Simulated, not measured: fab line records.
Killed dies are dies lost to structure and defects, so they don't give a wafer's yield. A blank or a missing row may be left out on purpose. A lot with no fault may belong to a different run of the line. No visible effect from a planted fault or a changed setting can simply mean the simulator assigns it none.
fab line records | flow nand-harc
record lots=13 | wafers=39 | last-day=34
route steps=1302 shown A_WL_FILL@968 THIN_TSV@1276 END@1302
lots that met no fault: from a run of the same line without faults
start-h: start of the lot's first displayed wafer, in hours after the record's first day | wait-h: hours elapsed since this lot's preceding step | " same as the row above | L1.1+2: a single row standing in for several wafers | - no value present, or no start provided | * or withheld: withheld | < > ~ a bound
route shown NAME@n: a module of which the file shows steps, and the number in the route of the first | usual: average and standard deviation across the fault-free wafers | same: alike in all rows | chamber/n: place in a boat | sites: the reading at each site | _std_site: the values' standard deviation | _edge_site: the outer-site mean with the inner-site mean subtracted | radius-mm: for every site, how far away it sits from the centre of the wafer | mask NAME#n: copy n | behind: the tool/chamber that last shaped the wafer | hold: the reason the lot was held/the length of the hold in hours/how it ended | device: the transistor (n, p or np) that didn't switch | end of line: tests of these same wafers at the route's end | for a step that has no rows: nothing shown but its recipe | killed: not the wafer's yield, but the dies lost to structure and defects at the first sort | map: per-die view of a wafer (x killed, . not killed, _ where there is no die)
set.NAME: the setting that was run; set.NAME@STEP: the one run at that earlier step | model.NAME: the simulator's own value behind a step, which no gauge read
the route's steps for a sample of lots (tables are steps, rows are wafers)
services: the hour from which a tool's chamber was out of use, counted from the record's first day as start-h (under 0 if before that day), plus the number of hours and why
## steps
# step NHARC_A_WL_FILL_ETCHBACK_17
# recipe target-depth-a=40 | time-s=26.7 | chemistry=Cl2/BCl3
# usual drypump-motor-current-A=5.80/0.21 | oes-product-au=1.002/0.0078
lot.wafer | tool         | chamber | start-h | wait-h | drypump-motor-current-A | oes-product-au | rf-hours-counter-h
L830.1    | rie-metal-01 | 0       | 481.81  | -      | 5.83                    | 1.000          | 1.1
L830.2    | "            | 1       | "       | "      | 6.00                    | 1.000          | 1.1
L830.4    | "            | 0       | "       | "      | 5.82                    | 1.011          | -
L829.1    | rie-metal-03 | 0       | 481.84  | -      | 6.18                    | 1.002          | 2.4
L829.2    | "            | 1       | "       | "      | 5.68                    | 0.994          | 2.4
L829.3    | "            | 1       | "       | "      | 5.68                    | 0.992          | -
L831.3    | rie-metal-03 | 1       | 484.97  | -      | 5.68                    | 0.977          | -
L831.5    | "            | 0       | "       | "      | 6.15                    | 0.996          | -
L831.6    | "            | 1       | "       | "      | 5.68                    | 0.989          | -
L832.1    | rie-metal-02 | 1       | 500.63  | -      | 5.68                    | 1.018          | 1.1
L832.2    | "            | 0       | "       | "      | 5.49                    | 0.991          | 0.7
L832.3    | "            | 0       | "       | "      | 5.52                    | 1.003          | -
L833.1    | rie-metal-03 | 1       | 513.33  | -      | 5.64                    | 0.992          | 2.6
L833.4    | "            | 0       | "       | "      | 6.16                    | 0.992          | -
L833.5    | "            | 0       | "       | "      | 6.14                    | 0.993          | -
L834.4    | rie-metal-03 | 0       | 533.70  | -      | 6.19                    | 0.993          | -
L834.6    | "            | 1       | "       | "      | 5.68                    | 1.004          | -
L834.5    | "            | 0       | "       | "      | 6.17                    | 0.997          | -
L835.1    | rie-metal-01 | 0       | 534.52  | -      | 5.81                    | 0.988          | 2.5
L835.2    | "            | 0       | "       | "      | 5.84                    | 0.999          | -
L835.4    | "            | 0       | "       | "      | 5.84                    | 0.994          | -
L836.2    | rie-metal-01 | 1       | 547.36  | -      | 6.01                    | 1.001          | 2.0
L836.3    | "            | 1       | "       | "      | 6.01                    | 0.995          | -
L836.6    | "            | 0       | "       | "      | 5.82                    | 1.005          | -
L837.2    | rie-metal-02 | 1       | 552.22  | -      | 5.70                    | 1.003          | 2.1
L837.6    | "            | 1       | "       | "      | 5.69                    | 1.003          | -
L837.5    | "            | 0       | "       | "      | 5.52                    | 1.003          | -
L847.1    | rie-metal-02 | 1       | 658.17  | -      | 5.70                    | 0.997          | 0.4
L847.6    | "            | 1       | "       | "      | 5.69                    | 1.003          | -
L847.5    | "            | 0       | "       | "      | 5.52                    | 0.995          | -
L848.1    | rie-metal-01 | 1       | 669.14  | -      | 6.04                    | 1.007          | 1.5
L848.3    | "            | 0       | "       | "      | 5.82                    | 1.000          | -
L848.5    | "            | 0       | "       | "      | 5.83                    | 1.003          | -
L851.4    | rie-metal-01 | 1       | 692.12  | -      | 6.02                    | 1.007          | -
L851.3    | "            | 0       | "       | "      | 5.83                    | 1.011          | -
L851.5    | "            | 0       | "       | "      | 5.84                    | 1.000          | -
L852.1    | rie-metal-01 | 0       | 702.98  | -      | 5.82                    | 0.999          | 2.1
L852.4    | "            | 1       | "       | "      | 6.02                    | 1.006          | -
L852.5    | "            | 0       | "       | "      | 5.84                    | 1.002          | -
# step NHARC_THIN_TSV_CMP_21
# recipe t-overpolish-s=30 | target-thk-nm=2000
# usual motor-current-A=11.9/0.78 | overpolish-run-s=29.998/0.0086 | slurry-filter-dp-kPa=13.53/0.15
# same t-overpolish-s=30
lot.wafer | tool   | chamber | start-h | wait-h | motor-current-A | overpolish-run-s | slurry-filter-dp-kPa
L829.2    | cmp-01 | 0       | 554.90  | -      | 13.0            | 30.013           | 13.54
L829.1    | "      | 1       | "       | "      | 12.1            | 29.996           | 13.70
L829.3    | "      | 3       | "       | "      | 11.4            | 30.010           | 13.65
L830.4    | cmp-02 | 2       | 555.87  | -      | 12.7            | 29.989           | 13.45
L830.2    | "      | 0       | "       | "      | 11.8            | 29.995           | 13.45
L830.1    | "      | 1       | "       | "      | 11.3            | 29.988           | 13.70
L831.3    | cmp-01 | 1       | 565.14  | -      | 11.5            | 30.006           | 13.57
L831.6    | "      | 1       | "       | "      | 11.7            | 29.993           | 13.59
L831.5    | "      | 2       | "       | "      | 11.6            | 29.993           | 13.43
L832.3    | cmp-02 | 1       | 574.46  | -      | 11.4            | 30.004           | 13.49
L832.1    | "      | 2       | "       | "      | 12.3            | 29.997           | 13.69
L832.2    | "      | 0       | "       | "      | 11.5            | 29.998           | 13.61
L833.1    | cmp-02 | 2       | 585.53  | -      | 12.1            | 30.011           | 13.52
L833.4    | "      | 0       | "       | "      | 11.4            | 29.988           | 13.52
L833.5    | "      | 2       | "       | "      | 11.9            | 30.004           | 13.58
L834.4    | cmp-03 | 2       | 609.01  | -      | 11.3            | 30.007           | 13.37
L834.6    | "      | 1       | "       | "      | 13.0            | 30.010           | 13.29
L834.5    | "      | 2       | "       | "      | 10.7            | 29.988           | 13.32
L835.1    | cmp-01 | 2       | 609.78  | -      | 12.0            | 29.986           | 13.25
L835.4    | "      | 3       | "       | "      | 11.4            | 29.991           | 13.66
L835.2    | "      | 0       | "       | "      | 13.1            | 29.993           | 13.51
L836.2    | cmp-03 | 2       | 619.81  | -      | 11.3            | 30.006           | 13.74
L836.3    | "      | 1       | "       | "      | 12.4            | 29.995           | 13.38
L836.6    | "      | 3       | "       | "      | 13.3            | 30.007           | 13.34
L837.2    | cmp-03 | 2       | 626.34  | -      | 10.7            | 29.997           | 13.39
L837.5    | "      | 2       | "       | "      | 10.5            | 29.989           | 13.43
L837.6    | "      | 3       | "       | "      | 13.2            | 29.993           | 13.42
L847.1    | cmp-02 | 0       | 733.54  | -      | 11.1            | 30.013           | 13.60
L847.5    | "      | 0       | "       | "      | 11.3            | 30.000           | 13.42
L847.6    | "      | 1       | "       | "      | 11.2            | 30.001           | 13.48
L848.1    | cmp-01 | 3       | 750.99  | -      | 11.7            | 29.992           | 13.09
L848.3    | "      | 1       | "       | "      | 12.0            | 29.983           | 13.82
L848.5    | "      | 0       | "       | "      | 12.7            | 29.996           | 13.56
L851.4    | cmp-01 | 1       | 779.36  | -      | 12.0            | 29.997           | 13.36
L851.3    | "      | 2       | "       | "      | 11.2            | 30.009           | 13.54
L851.5    | "      | 0       | "       | "      | 12.3            | 29.993           | 13.66
L852.4    | cmp-03 | 0       | 791.64  | -      | 11.3            | 30.004           | 13.38
L852.1    | "      | 1       | "       | "      | 11.9            | 29.992           | 13.35
L852.5    | "      | 0       | "       | "      | 11.0            | 29.989           | 13.57
# step NHARC_THIN_TSV_ETCH_59
# recipe target-depth-a=8800 | icp-w=900 | bias-w=100 | Cl2_flow_sccm=60 | bcl3-flow-sccm=30 | time-s=138.1 | chemistry=Cl2/BCl3
# usual drypump-motor-current-A=5.83/0.23 | oes-product-au=1.001/0.0076 | throttle-valve-pct=22.265/0.009
lot.wafer | tool         | chamber | start-h | wait-h | drypump-motor-current-A | oes-product-au | rf-hours-counter-h | throttle-valve-pct
L829.2    | rie-metal-03 | 0       | 556.79  | 0.1    | 6.17                    | 1.001          | 0.5                | 22.252
L829.1    | "            | 1       | "       | "      | 5.66                    | 1.006          | 0.5                | 22.244
L829.3    | "            | 1       | "       | "      | 5.67                    | 1.002          | -                  | 22.267
L830.2    | rie-metal-01 | 1       | 557.77  | 0.1    | 6.03                    | 1.005          | 2.1                | 22.272
L830.1    | "            | 0       | "       | "      | 5.84                    | 0.996          | 2.7                | 22.262
L830.4    | "            | 1       | "       | "      | 6.03                    | 1.006          | -                  | 22.272
L831.3    | rie-metal-02 | 0       | 567.01  | 0.2    | 5.47                    | 1.009          | -                  | 22.266
L831.5    | "            | 1       | "       | "      | 5.70                    | 1.005          | -                  | 22.263
L831.6    | "            | 0       | "       | "      | 5.48                    | 1.008          | -                  | 22.280
L832.2    | rie-metal-02 | 1       | 576.36  | 0.1    | 5.67                    | 1.006          | 2.7                | 22.268
L832.1    | "            | 0       | "       | "      | 5.45                    | 1.013          | 2.2                | 22.274
L832.3    | "            | 0       | "       | "      | 5.50                    | 1.009          | -                  | 22.271
L833.1    | rie-metal-01 | 1       | 587.42  | 0.1    | 6.03                    | 1.013          | 0.0                | 22.273
L833.4    | "            | 1       | "       | "      | 6.02                    | 1.007          | -                  | 22.271
L833.5    | "            | 0       | "       | "      | 5.84                    | 1.006          | -                  | 22.266
L834.4    | rie-metal-02 | 0       | 610.84  | 0.2    | 5.51                    | 1.017          | -                  | 22.269
L834.5    | "            | 1       | "       | "      | 5.69                    | 1.012          | -                  | 22.260
L834.6    | "            | 0       | "       | "      | 5.51                    | 1.002          | -                  | 22.268
L835.2    | rie-metal-03 | 0       | 611.67  | 0.1    | 6.19                    | 1.001          | 2.0                | 22.259
L835.1    | "            | 1       | "       | "      | 5.68                    | 1.004          | 1.5                | 22.264
L835.4    | "            | 0       | "       | "      | 6.15                    | 0.987          | -                  | 22.276
L836.2    | rie-metal-01 | 1       | 621.64  | 0.1    | 6.01                    | 1.009          | 0.8                | 22.268
L836.3    | "            | 1       | "       | "      | 6.02                    | 0.996          | -                  | 22.258
L836.6    | "            | 0       | "       | "      | 5.84                    | 1.007          | -                  | 22.280
L837.2    | rie-metal-03 | 1       | 628.26  | 0.1    | 5.71                    | 0.999          | 1.8                | 22.270
L837.6    | "            | 0       | "       | "      | 6.17                    | 0.993          | -                  | 22.254
L837.5    | "            | 1       | "       | "      | 5.71                    | 1.001          | -                  | 22.265
L847.1    | rie-metal-01 | 1       | 735.32  | 0.1    | 6.02                    | 1.015          | 2.5                | 22.264
L847.5    | "            | 1       | "       | "      | 6.02                    | 1.014          | -                  | 22.254
L847.6    | "            | 0       | "       | "      | 5.82                    | 1.010          | -                  | 22.267
L848.1    | rie-metal-03 | 1       | 752.87  | 0.1    | 5.72                    | 0.996          | 0.8                | 22.272
L848.3    | "            | 0       | "       | "      | 6.16                    | 1.002          | -                  | 22.267
L848.5    | "            | 1       | "       | "      | 5.69                    | 0.992          | -                  | 22.254
L851.3    | rie-metal-03 | 0       | 781.16  | 0.2    | 6.20                    | 0.998          | -                  | 22.266
L851.4    | "            | 1       | "       | "      | 5.71                    | 0.999          | -                  | 22.245
L851.5    | "            | 1       | "       | "      | 5.66                    | 0.998          | -                  | 22.260
L852.1    | rie-metal-02 | 0       | 793.43  | 0.1    | 5.48                    | 0.995          | 2.1                | 22.270
L852.4    | "            | 0       | "       | "      | 5.49                    | 0.996          | -                  | 22.265
L852.5    | "            | 1       | "       | "      | 5.70                    | 0.986          | -                  | 22.266
# step NHARC_THIN_TSV_STRIP_56
# recipe power-w=1500 | temp-c=250 | chemistry=O2
# usual drypump-motor-current-A=5.5/0.36 | heater-power-w=330/47
lot.wafer | tool            | chamber | start-h | wait-h | drypump-motor-current-A | heater-power-w | rf-hours-counter-h
L829.2    | plasma-asher-02 | 1       | 557.15  | 0.1    | 6.0                     | 333            | 26
L829.1    | "               | 0       | "       | "      | 5.2                     | 402            | 26
L829.3    | "               | 1       | "       | "      | 6.0                     | 329            | -
L830.1    | plasma-asher-01 | 1       | 558.13  | 0.1    | 5.6                     | 309            | 5
L830.2    | "               | 0       | "       | "      | 5.1                     | 285            | 5
L830.4    | "               | 1       | "       | "      | 5.7                     | 292            | -
L831.3    | plasma-asher-02 | 0       | 567.35  | 0.2    | 5.3                     | 404            | -
L831.5    | "               | 0       | "       | "      | 5.2                     | 403            | -
L831.6    | "               | 1       | "       | "      | 6.0                     | 327            | -
L832.2    | plasma-asher-02 | 1       | 576.72  | 0.1    | 6.0                     | 324            | 30
L832.1    | "               | 0       | "       | "      | 5.3                     | 393            | 30
L832.3    | "               | 1       | "       | "      | 6.0                     | 338            | -
L833.1    | plasma-asher-02 | 0       | 587.78  | 0.1    | 5.2                     | 402            | 32
L833.4    | "               | 0       | "       | "      | 5.3                     | 411            | -
L833.5    | "               | 1       | "       | "      | 6.1                     | 325            | -
L834.4    | plasma-asher-01 | 1       | 611.23  | 0.2    | 5.7                     | 306            | -
L834.6    | "               | 0       | "       | "      | 5.1                     | 278            | -
L834.5    | "               | 1       | "       | "      | 5.6                     | 303            | -
L835.2    | plasma-asher-01 | 1       | 612.03  | 0.1    | 5.6                     | 303            | 19
L835.1    | "               | 0       | "       | "      | 5.1                     | 289            | 19
L835.4    | "               | 1       | "       | "      | 5.6                     | 299            | -
L836.2    | plasma-asher-01 | 0       | 621.96  | 0.1    | 5.1                     | 292            | 22
L836.3    | "               | 1       | "       | "      | 5.6                     | 300            | -
L836.6    | "               | 0       | "       | "      | 5.1                     | 292            | -
L837.2    | plasma-asher-01 | 1       | 628.63  | 0.1    | 5.7                     | 296            | 23
L837.6    | "               | 0       | "       | "      | 5.1                     | 290            | -
L837.5    | "               | 1       | "       | "      | 5.7                     | 306            | -
L847.1    | plasma-asher-01 | 0       | 735.68  | 0.1    | 5.2                     | 307            | 5
L847.6    | "               | 0       | "       | "      | 5.1                     | 295            | -
L847.5    | "               | 1       | "       | "      | 5.6                     | 298            | -
L848.1    | plasma-asher-02 | 1       | 753.23  | 0.1    | 6.0                     | 311            | 30
L848.3    | "               | 0       | "       | "      | 5.2                     | 403            | -
L848.5    | "               | 1       | "       | "      | 6.0                     | 316            | -
L851.4    | plasma-asher-01 | 0       | 781.60  | 0.2    | 5.1                     | 300            | -
L851.3    | "               | 1       | "       | "      | 5.7                     | 289            | -
L851.5    | "               | 0       | "       | "      | 5.1                     | 300            | -
L852.1    | plasma-asher-01 | 0       | 793.79  | 0.1    | 5.2                     | 292            | 18
L852.4    | "               | 0       | "       | "      | 5.1                     | 293            | -
L852.5    | "               | 1       | "       | "      | 5.6                     | 299            | -
# step NHARC_END_SORT_01
# recipe temp-c=25
# usual killed-at-array=52/17 | killed-at-other=0.8/1.1 | killed-at-periphery=3.2/2.2 | killed-dies=57/17 | killed-open=3.4/1.8 | killed-short=2.4/1.6
# same gross-dies=677
lot.wafer | tool      | chamber | start-h | wait-h | killed-at-array | killed-at-other | killed-at-periphery | killed-dies | killed-open | killed-short
L830.1    | prober-01 | 0       | 565.62  | 2.5    | 72              | 1               | 4                   | 77          | 4           | 1
L830.2    | prober-01 | 0       | 566.42  | 2.8    | 72              | 1               | 5                   | 78          | 3           | 0
L830.4    | prober-01 | 0       | 568.02  | 3.4    | 64              | 0               | 3                   | 67          | 2           | 3
L834.4    | prober-01 | 0       | 621.86  | 3.4    | 49              | 0               | 4                   | 53          | 2           | 2
L834.5    | prober-01 | 0       | 622.66  | 3.7    | 34              | 0               | 0                   | 34          | 3           | 1
L834.6    | prober-01 | 0       | 623.46  | 4.0    | 46              | 0               | 3                   | 49          | 5           | 1
L836.2    | prober-02 | 0       | 632.39  | 2.8    | 35              | 0               | 3                   | 38          | 2           | 2
L836.3    | prober-02 | 0       | 633.19  | 3.1    | 40              | 0               | 5                   | 45          | 2           | 1
L836.6    | prober-02 | 0       | 635.57  | 4.0    | 44              | 0               | 4                   | 48          | 0           | 4
L847.1    | prober-02 | 0       | 742.24  | 2.5    | 151             | 0               | 5                   | 156         | 2           | 3
L847.5    | prober-02 | 0       | 745.44  | 3.7    | 87              | 3               | 5                   | 95          | 5           | 5
L847.6    | prober-02 | 0       | 746.24  | 4.0    | 154             | 0               | 6                   | 160         | 4           | 1
# killed by level:class
L830.1 A_CHANNEL_HOLE_D1:chamber-film-flake=35 A_CHANNEL_HOLE_D2:chamber-film-flake=19 A_CONTACT:chamber-film-flake=7 A_STAIRCASE:chamber-film-flake=5 P_M2:chamber-film-flake=2 P_M1:geometric-particle:open=1 A_ONON_D2:geometric-particle:open=1 A_SGD_CUT:geometric-particle:short=1
L830.2 A_CHANNEL_HOLE_D2:chamber-film-flake=31 A_CHANNEL_HOLE_D1:chamber-film-flake=23 A_STAIRCASE:chamber-film-flake=5 A_CONTACT:chamber-film-flake=5 A_ZERO_WELL:chamber-film-flake=4 P_STI:chamber-film-flake=2 P_GATE:geometric-particle:open=1 A_ONON_D2:geometric-particle:open=1
L830.4 A_CHANNEL_HOLE_D1:chamber-film-flake=23 A_CHANNEL_HOLE_D2:chamber-film-flake=22 A_CONTACT:chamber-film-flake=8 A_WL_FILL:chamber-film-flake=3 P_BONDPAD:geometric-particle:open=1 A_SOURCE_PLATE:geometric-particle:short=1 A_ONON_D1:geometric-particle:open=1 A_DECK1_JOINT:geometric-particle:short=1
L834.4 A_SLIT:chamber-film-flake=33 A_CHANNEL_HOLE_D2:chamber-film-flake=8 A_WL_FILL:geometric-particle:short=2 P_M2:chamber-film-flake=2 A_CHANNEL_HOLE_D1:chamber-film-flake=2 P_M1:geometric-particle:open=1 A_SGD_CUT:geometric-particle:open=1 P_GATE:chamber-film-flake=1
L834.5 A_SLIT:chamber-film-flake=20 A_CHANNEL_HOLE_D2:chamber-film-flake=9 A_CHANNEL_FILL_D2:geometric-particle:short=1 A_SGD_CUT:geometric-particle:open=1 A_WL_FILL:geometric-particle:open=1 A_M0:geometric-particle:open=1 A_CHANNEL_HOLE_D1:chamber-film-flake=1
L834.6 A_SLIT:chamber-film-flake=26 A_CHANNEL_HOLE_D2:chamber-film-flake=9 A_ONON_D1:geometric-particle:open=3 P_M2:chamber-film-flake=2 A_CHANNEL_HOLE_D1:chamber-film-flake=2 A_CHANNEL_HOLE_D2:geometric-particle:open=1 A_WL_FILL:geometric-particle:short=1 A_BLC:geometric-particle:open=1
L836.2 A_CHANNEL_HOLE_D2:chamber-film-flake=24 A_CHANNEL_HOLE_D1:chamber-film-flake=2 A_CHANNEL_FILL_D1:chamber-film-flake=2 A_ONON_D2:geometric-particle:short=1 A_ONON_D2:geometric-particle:open=1 A_WL_FILL:geometric-particle:short=1 A_CONTACT:geometric-particle:open=1 P_STI:chamber-film-flake=1
L836.3 A_CHANNEL_HOLE_D2:chamber-film-flake=24 A_CHANNEL_HOLE_D1:chamber-film-flake=7 A_CONTACT:chamber-film-flake=4 P_GATE:chamber-film-flake=2 A_STAIRCASE:chamber-film-flake=2 P_CONTACT:geometric-particle:open=1 A_CHANNEL_FILL_D1:geometric-particle:open=1 A_WL_FILL:geometric-particle:short=1
L836.6 A_CHANNEL_HOLE_D2:chamber-film-flake=33 A_CONTACT:chamber-film-flake=4 P_GATE:chamber-film-flake=3 A_WL_FILL:geometric-particle:short=2 A_STAIRCASE:chamber-film-flake=2 A_CHANNEL_FILL_D1:geometric-particle:short=1 A_M0:geometric-particle:short=1 P_M0:chamber-film-flake=1
L847.1 A_WL_FILL:unspecified=80 A_CHANNEL_HOLE_D1:chamber-film-flake=28 A_SLIT:chamber-film-flake=21 A_CHANNEL_HOLE_D2:chamber-film-flake=14 A_WL_FILL:chamber-film-flake=3 A_M0:geometric-particle:short=2 P_M1:chamber-film-flake=2 P_M1:geometric-particle:open=1
L847.5 A_WL_FILL:unspecified=37 A_SLIT:chamber-film-flake=21 A_CHANNEL_HOLE_D2:chamber-film-flake=9 P_M1:chamber-film-flake=4 A_CHANNEL_HOLE_D1:chamber-film-flake=3 A_WL_FILL:chamber-film-flake=3 THIN_TSV:chamber-film-flake=3 A_CHANNEL_FILL_D2:geometric-particle:short=2
L847.6 A_WL_FILL:unspecified=81 A_SLIT:chamber-film-flake=26 A_CHANNEL_HOLE_D1:chamber-film-flake=25 A_CHANNEL_HOLE_D2:chamber-film-flake=10 P_M1:chamber-film-flake=4 A_STAIRCASE:chamber-film-flake=4 A_WL_FILL:chamber-film-flake=2 A_CONTACT:chamber-film-flake=2
## services
tool            | chamber | start-h | hours | kind
rie-metal-02    | 0       | 467.82  | 10.8  | repair
cmp-01          | -       | 479.62  | 4.0   | pm
rie-metal-03    | -       | 519.00  | 9.0   | pm
plasma-asher-01 | -       | 524.55  | 9.0   | pm
rie-metal-01    | 1       | 524.91  | 15.3  | repair
rie-metal-01    | -       | 575.00  | 9.0   | pm
cmp-01          | -       | 577.62  | 4.0   | pm
rie-metal-03    | 1       | 586.87  | 7.9   | repair
plasma-asher-02 | -       | 603.23  | 9.0   | pm
rie-metal-02    | -       | 631.00  | 9.0   | pm
rie-metal-01    | -       | 645.30  | 0.7   | repair
rie-metal-01    | -       | 660.05  | 0.3   | repair
cmp-01          | -       | 664.52  | 0.4   | repair
rie-metal-02    | 0       | 664.69  | 2.5   | repair
cmp-01          | -       | 666.61  | 0.6   | repair
cmp-01          | -       | 675.62  | 4.0   | pm
cmp-01          | -       | 685.07  | 2.2   | repair
rie-metal-03    | -       | 696.00  | 9.0   | pm
rie-metal-01    | -       | 696.19  | 1.1   | repair
plasma-asher-01 | -       | 701.55  | 9.0   | pm
cmp-01          | -       | 717.16  | 0.9   | repair
cmp-01          | -       | 730.97  | 0.5   | repair
cmp-01          | -       | 736.75  | 0.6   | repair
rie-metal-01    | -       | 752.00  | 9.0   | pm
## key
first-sign step=NHARC_END_SORT_01 | reading=killed-dies | direction=up | sigmas=4.7 | usual=57 | struck=137 | wafers-moved=2
effect step=NHARC_END_SORT_01 | reading=killed-at-array | direction=up | sigmas=4.6 | usual=52 | struck=131 | wafers-moved=2
more-kills-born-at NHARC_A_WL_FILL_ETCHBACK_17@rie-metal-02=193
met-at NHARC_A_WL_FILL_ETCHBACK_17
struck-lots L847
tester-left-out L847
not-acting-at NHARC_THIN_TSV_CMP_21,NHARC_THIN_TSV_ETCH_59,NHARC_THIN_TSV_STRIP_56
onset-between 552.22 658.17
fault kind=chamber-particle-source | tool=rie-metal-02 | chamber=- | onset-h=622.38 | steps=NHARC_A_WL_FILL_ETCHBACK_17 | rate-per-visit-cm2=0.81536 | end-h=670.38
# tester-left-out: of these lots the tester's yield and bins aren't shown, on N5 and GAA mostly nor the transistor test; their killed dies are dies lost to structure and defects alone, not to doping, threshold or leakage, so they don't give the yield
